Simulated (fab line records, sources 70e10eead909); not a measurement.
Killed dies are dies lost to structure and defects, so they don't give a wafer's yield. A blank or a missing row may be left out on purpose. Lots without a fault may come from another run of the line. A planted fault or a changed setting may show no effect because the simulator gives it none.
fab line records | flow nand_harc | part 2 of 2: steps 5 to 6 of 6
record lots=23 wafers=69 last_day=34
route steps=1302 shown A_BLC@1126 A_M1@1180 A_BONDPAD@1218
lots that met no fault: from a run of the same line without faults
start_h: hours from the record's first day to the start of the lot's first wafer shown | wait_h: hours since the lot's step before | " the same as in the row above | L1.1+2: a row that stands for several wafers | - no value, or no start given | * or withheld: withheld | < > ~ a bound
route shown NAME@n: a module of which the file shows steps, and the number in the route of the first | usual: mean/standard deviation of fault-free wafers | same: alike in all rows | chamber/n: place in a boat | sites: the reading at each site | _std_site: their standard deviation | _edge_site: outer sites' mean less inner sites' | radius_mm: how far each site lies from the wafer's centre | mask NAME#n: copy n | behind: the tool/chamber that last shaped the wafer | hold: why the lot was held/for how many hours/how that ended | device: the transistor (n, p or np) that didn't switch | end of line: the same wafers' tests at the end of the route | a step without rows: its recipe alone | killed: dies lost to structure and defects at the first sort, not the wafer's yield | map: a wafer's dies, x killed, . not, _ none there
set.NAME: the setting as run; set.NAME@STEP: as run at that earlier step | model.NAME: the simulator's own value behind a step, which no gauge read
steps of the route over a sample of lots; a table a step, a row a wafer
services: from which hour (start_h, from the record's first day; less than 0 if before it) a tool's chamber was out of use, for how many hours, and why
## steps
# step NHARC_A_BONDPAD_DESCUM_11
# recipe time_s=3 o2_flow_sccm=200 ar_flow_sccm=0 bias_power_w=0 chemistry=O2
# usual drypump_motor_current_A=5.6/0.33 oes_product_au=1.004/0.01 rf_vpp_V=58.0/0.88 showerhead_plenum_p_Torr=1.95/0.073 throttle_valve_pct=11.311/0.011
# same time_s=3
# columns lot.wafer tool chamber start_h wait_h drypump_motor_current_A oes_product_au rf_hours_counter_h rf_vpp_V showerhead_plenum_p_Torr throttle_valve_pct
L076.4 rie_diel-05 3 546.69 - 5.9 1.011 4 56.7 1.89 11.309
L076.6 " 3 " " 5.9 1.008 - 57.8 1.89 11.304
L076.5 " 0 " " 5.5 1.016 - 58.3 1.99 11.324
L074.1 rie_diel-05 1 547.61 - 5.2 1.002 4 58.5 1.98 11.336
L074.4 " 2 " " 5.4 1.013 4 58.8 2.06 11.333
L074.2 " 3 " " 5.9 1.006 4 58.6 1.89 11.288
L075.3 rie_diel-05 0 550.79 - 5.5 1.019 4 58.5 1.99 11.329
L075.5 " 1 " " 5.2 1.001 - 58.3 1.98 11.324
L075.6 " 2 " " 5.4 1.005 - 58.6 2.06 11.303
L077.1 rie_diel-05 2 557.10 - 5.4 1.008 4 57.0 2.06 11.309
L077.3 " 3 " " 6.0 1.008 4 57.3 1.89 11.306
L077.2 " 1 " " 5.2 1.007 5 58.6 1.98 11.312
L078.1 rie_diel-05 1 582.85 - 5.2 1.001 5 58.7 1.98 11.307
L078.2 " 2 " " 5.4 1.009 5 56.3 2.06 11.287
L078.4 " 3 " " 6.0 1.013 5 58.0 1.89 11.293
L079.2 rie_diel-08 0 585.48 - 5.8 1.004 6 57.8 1.86 11.326
L079.5 " 1 " " 5.8 0.999 - 58.9 1.86 11.327
L079.6 " 2 " " 6.0 0.990 - 58.2 1.87 11.313
L080.4 rie_diel-05 2 608.31 - 5.4 0.994 1 59.6 2.06 11.314
L080.3 " 0 " " 5.5 1.010 1 57.7 1.99 11.287
L080.5 " 2 " " 5.4 0.994 - 58.7 2.06 11.313
L081.3 rie_diel-02 1 627.31 - 6.2 0.975 22 58.6 2.03 11.306
L081.1 " 2 " " 4.9 0.994 22 58.4 1.88 11.302
L081.5 " 0 " " 5.2 1.005 - 57.1 1.91 11.309
L082.1 rie_diel-05 3 632.92 - 5.9 0.998 1 58.3 1.89 11.306
L082.5 " 2 " " 5.4 0.988 - 58.6 2.06 11.324
L082.4 " 3 " " 5.9 0.998 - 56.5 1.89 11.317
L083.4 rie_diel-02 3 633.87 - 5.2 1.007 27 57.9 1.84 11.302
L083.2 " 0 " " 5.2 1.000 28 56.9 1.91 11.321
L083.3 " 2 " " 4.9 1.001 23 56.4 1.88 11.317
L084.2 rie_diel-05 0 644.53 - 5.5 1.018 1 58.6 1.99 11.302
L084.6 " 2 " " 5.4 0.993 - 57.1 2.06 11.313
L084.5 " 3 " " 5.9 0.986 - 57.7 1.89 11.338
L086.1 rie_diel-05 1 650.24 - 5.2 1.004 1 58.5 1.98 11.307
L086.2 " 2 " " 5.4 1.004 2 58.0 2.06 11.304
L086.5 " 1 " " 5.2 0.998 - 57.8 1.98 11.309
L085.1 rie_diel-05 0 654.85 - 5.4 1.026 2 57.2 1.99 11.304
L085.2 " 2 " " 5.4 0.995 2 59.3 2.06 11.304
L085.4 " 3 " " 5.9 1.002 2 58.0 1.89 11.320
L087.1 rie_diel-05 0 655.74 - 5.5 1.012 2 59.2 1.99 11.317
L087.4 " 1 " " 5.2 1.007 2 59.6 1.98 11.300
L087.6 " 2 " " 5.4 0.995 - 60.7 2.06 11.315
L089.4 rie_diel-05 0 682.36 - 5.5 1.028 2 58.1 1.99 11.306
L089.3 " 3 " " 5.9 0.996 3 56.4 1.89 11.315
L089.6 " 1 " " 5.2 1.016 - 59.4 1.97 11.317
L088.4 rie_diel-05 3 684.18 - 6.0 1.003 3 56.8 1.89 11.314
L088.5 " 0 " " 5.5 1.028 - 58.1 1.99 11.281
L088.6 " 1 " " 5.2 1.007 - 58.9 1.98 11.309
L091.2 rie_diel-08 3 703.36 - 6.2 1.007 28 57.7 1.83 11.315
L091.1 " 0 " " 5.9 1.013 28 57.5 1.85 11.308
L091.3 " 1 " " 5.9 1.008 24 57.4 1.85 11.324
L092.1 rie_diel-05 2 720.08 - 5.4 1.012 3 57.9 2.05 11.310
L092.4 " 3 " " 5.9 0.997 4 58.3 1.89 11.305
L092.5 " 1 " " 5.2 1.007 - 56.8 1.97 11.309
L094.3 rie_diel-08 2 736.61 - 6.0 0.993 2 58.2 1.86 11.327
L094.2 " 0 " " 5.9 1.009 1 57.1 1.85 11.308
L094.5 " 2 " " 6.0 0.992 - 58.0 1.86 11.320
L093.3 rie_diel-05 0 746.75 - 5.5 1.011 5 56.9 1.99 11.313
L093.4 " 2 " " 5.4 0.994 4 59.3 2.05 11.317
L093.2 " 3 " " 6.0 0.994 5 59.1 1.89 11.309
L096.4 rie_diel-05 3 749.90 - 6.0 0.995 5 56.3 1.89 11.309
L096.2 " 1 " " 5.2 0.998 4 57.9 1.97 11.299
L096.5 " 2 " " 5.4 1.009 - 58.0 2.05 11.315
L095.3 rie_diel-05 0 751.90 - 5.5 1.019 5 57.9 1.99 11.309
L095.1 " 1 " " 5.2 0.985 4 58.2 1.97 11.318
L095.6 " 1 " " 5.2 1.002 - 58.0 1.97 11.311
L097.1 rie_diel-05 3 774.66 - 5.9 1.009 0 58.0 1.89 11.316
L097.4 " 1 " " 5.2 0.997 0 58.3 1.97 11.309
L097.3 " 2 " " 5.4 1.003 0 58.6 2.05 11.307
# step NHARC_A_BONDPAD_ETCH_34
# recipe target_depth_a=600 overetch_a=180 time_s=65.91 ion_energy_ev=200 n2_flow_sccm=150 h2_flow_sccm=150 ar_flow_sccm=0 rf_w=400 bias_w=150 chemistry=N2/H2
# usual drypump_motor_current_A=5.6/0.33 oes_product_au=1.002/0.0086 rf_vpp_V=431.7/2.3 showerhead_plenum_p_Torr=2.08/0.081 throttle_valve_pct=14.171/0.0093
# same time_s=65.91
# columns lot.wafer tool chamber start_h wait_h drypump_motor_current_A oes_product_au rf_hours_counter_h rf_vpp_V showerhead_plenum_p_Torr throttle_valve_pct
L076.4 rie_diel-05 0 546.77 0.1 5.4 1.017 4 433.9 2.13 14.162
L076.6 " 0 " " 5.5 1.010 - 432.3 2.13 14.170
L076.5 " 1 " " 5.2 1.005 - 432.6 2.11 14.176
L074.1 rie_diel-05 0 547.69 0.1 5.4 1.013 4 432.8 2.13 14.183
L074.4 " 1 " " 5.2 1.003 4 433.0 2.11 14.172
L074.2 " 2 " " 5.4 1.015 4 435.5 2.20 14.163
L075.3 rie_diel-05 3 550.85 0.1 6.0 0.998 4 431.5 2.02 14.178
L075.6 " 2 " " 5.4 1.002 - 433.7 2.20 14.171
L075.5 " 3 " " 6.0 1.000 - 430.4 2.02 14.184
L077.2 rie_diel-05 0 557.19 0.1 5.5 1.018 4 433.9 2.13 14.166
L077.1 " 1 " " 5.3 1.007 5 432.5 2.11 14.164
L077.3 " 2 " " 5.4 1.012 4 434.4 2.20 14.170
L078.4 rie_diel-05 2 582.94 0.1 5.4 1.003 5 435.5 2.20 14.178
L078.1 " 0 " " 5.5 1.012 5 433.1 2.13 14.174
L078.2 " 1 " " 5.2 1.004 5 430.6 2.11 14.174
L079.2 rie_diel-08 0 585.54 0.1 5.9 0.999 6 430.0 1.98 14.170
L079.6 " 0 " " 5.9 1.004 - 430.7 1.98 14.172
L079.5 " 1 " " 5.9 0.999 - 429.4 1.98 14.180
L080.4 rie_diel-05 0 608.40 0.1 5.5 1.019 1 434.6 2.13 14.160
L080.3 " 1 " " 5.2 0.996 0 431.7 2.11 14.161
L080.5 " 0 " " 5.5 1.008 - 432.6 2.13 14.177
L081.3 rie_diel-02 1 627.39 0.1 6.2 0.982 22 433.1 2.17 14.181
L081.1 " 2 " " 5.0 1.001 22 430.7 2.01 14.187
L081.5 " 1 " " 6.2 0.989 - 434.4 2.17 14.179
L082.1 rie_diel-05 3 633.02 0.1 5.9 1.001 1 430.2 2.02 14.153
L082.4 " 2 " " 5.4 0.995 - 435.0 2.20 14.164
L082.5 " 3 " " 6.0 1.006 - 429.6 2.02 14.179
L083.3 rie_diel-02 3 633.95 0.1 5.2 1.004 27 427.1 1.96 14.169
L083.4 " 1 " " 6.2 0.986 24 434.1 2.17 14.178
L083.2 " 2 " " 5.0 0.995 23 428.3 2.00 14.182
L084.2 rie_diel-05 0 644.61 0.1 5.5 1.015 1 432.2 2.13 14.184
L084.6 " 2 " " 5.4 1.001 - 434.6 2.20 14.172
L084.5 " 3 " " 6.0 1.005 - 430.2 2.02 14.177
L086.1 rie_diel-05 0 650.32 0.1 5.5 1.012 1 433.0 2.13 14.174
L086.2 " 1 " " 5.2 1.006 1 431.9 2.11 14.190
L086.5 " 0 " " 5.5 1.020 - 433.5 2.13 14.175
L085.4 rie_diel-05 3 654.93 0.1 6.0 1.006 2 429.4 2.02 14.161
L085.1 " 0 " " 5.5 1.002 2 435.1 2.13 14.163
L085.2 " 2 " " 5.4 0.995 2 435.9 2.20 14.172
L087.1 rie_diel-05 3 655.81 0.1 5.9 0.996 2 430.0 2.02 14.174
L087.4 " 0 " " 5.5 1.014 2 434.2 2.13 14.181
L087.6 " 3 " " 6.0 1.000 - 430.9 2.02 14.174
L089.4 rie_diel-05 0 682.45 0.1 5.5 1.013 2 432.1 2.13 14.189
L089.3 " 2 " " 5.4 0.998 3 434.7 2.19 14.176
L089.6 " 1 " " 5.2 0.999 - 433.3 2.11 14.173
L088.4 rie_diel-05 0 684.26 0.1 5.5 1.006 3 432.6 2.13 14.161
L088.5 " 2 " " 5.4 0.994 - 434.2 2.19 14.166
L088.6 " 3 " " 6.0 1.000 - 429.4 2.02 14.190
L091.3 rie_diel-08 3 703.45 0.1 6.2 1.008 28 428.1 1.95 14.173
L091.1 " 0 " " 5.9 0.994 28 430.0 1.97 14.155
L091.2 " 2 " " 6.0 0.994 28 431.3 1.99 14.168
L092.4 rie_diel-05 3 720.16 0.1 6.0 0.989 4 427.8 2.02 14.158
L092.1 " 0 " " 5.5 1.019 3 434.1 2.13 14.155
L092.5 " 3 " " 6.0 0.990 - 429.1 2.02 14.179
L094.3 rie_diel-08 3 736.68 0.1 6.1 1.007 2 428.2 1.95 14.184
L094.2 " 1 " " 5.8 0.991 2 427.8 1.97 14.168
L094.5 " 3 " " 6.2 1.014 - 428.1 1.95 14.169
L093.4 rie_diel-05 2 746.84 0.1 5.4 0.998 4 434.3 2.19 14.159
L093.2 " 0 " " 5.4 1.006 5 432.4 2.12 14.166
L093.3 " 1 " " 5.2 0.989 4 432.4 2.11 14.185
L096.4 rie_diel-05 0 749.98 0.1 5.5 1.018 5 433.6 2.12 14.170
L096.2 " 3 " " 5.9 1.003 5 430.8 2.02 14.180
L096.5 " 1 " " 5.2 0.991 - 432.5 2.11 14.187
L095.3 rie_diel-05 2 751.99 0.1 5.4 0.987 5 432.6 2.19 14.168
L095.1 " 3 " " 6.0 0.997 5 429.8 2.02 14.177
L095.6 " 2 " " 5.4 1.003 - 434.6 2.19 14.162
L097.3 rie_diel-05 2 774.75 0.1 5.4 1.020 0 435.2 2.19 14.161
L097.4 " 3 " " 5.9 1.020 0 430.2 2.02 14.180
L097.1 " 0 " " 5.5 1.005 0 433.3 2.12 14.180
## services
# columns tool chamber start_h hours kind
rie_diel-01 3 521.84 6.8 repair
cmp-03 - 530.11 0.7 repair
cmp-03 - 555.29 4.0 pm
rie_diel-01 - 557.81 9.0 pm
rie_diel-10 0 581.87 2.6 repair
rie_diel-05 - 583.72 9.0 pm
rie_diel-01 3 584.96 12.3 repair
rie_diel-10 - 596.50 9.0 pm
rie_diel-12 - 622.40 9.0 pm
rie_diel-05 0 626.57 11.1 repair
rie_diel-01 3 628.10 14.7 repair
rie_diel-10 0 651.02 7.8 repair
cmp-03 - 653.29 4.0 pm
cmp-03 - 667.48 2.6 repair
rie_diel-10 0 694.04 4.3 repair
rie_diel-01 2 698.83 3.8 repair
rie_diel-12 2 706.26 2.7 repair
rie_diel-01 2 716.02 5.6 repair
rie_diel-05 1 723.03 17.0 repair
rie_diel-01 - 734.97 9.0 pm
rie_diel-10 0 748.93 3.6 repair
cmp-03 - 751.35 4.0 pm
rie_diel-05 - 760.72 9.0 pm
rie_diel-10 - 773.50 9.0 pm
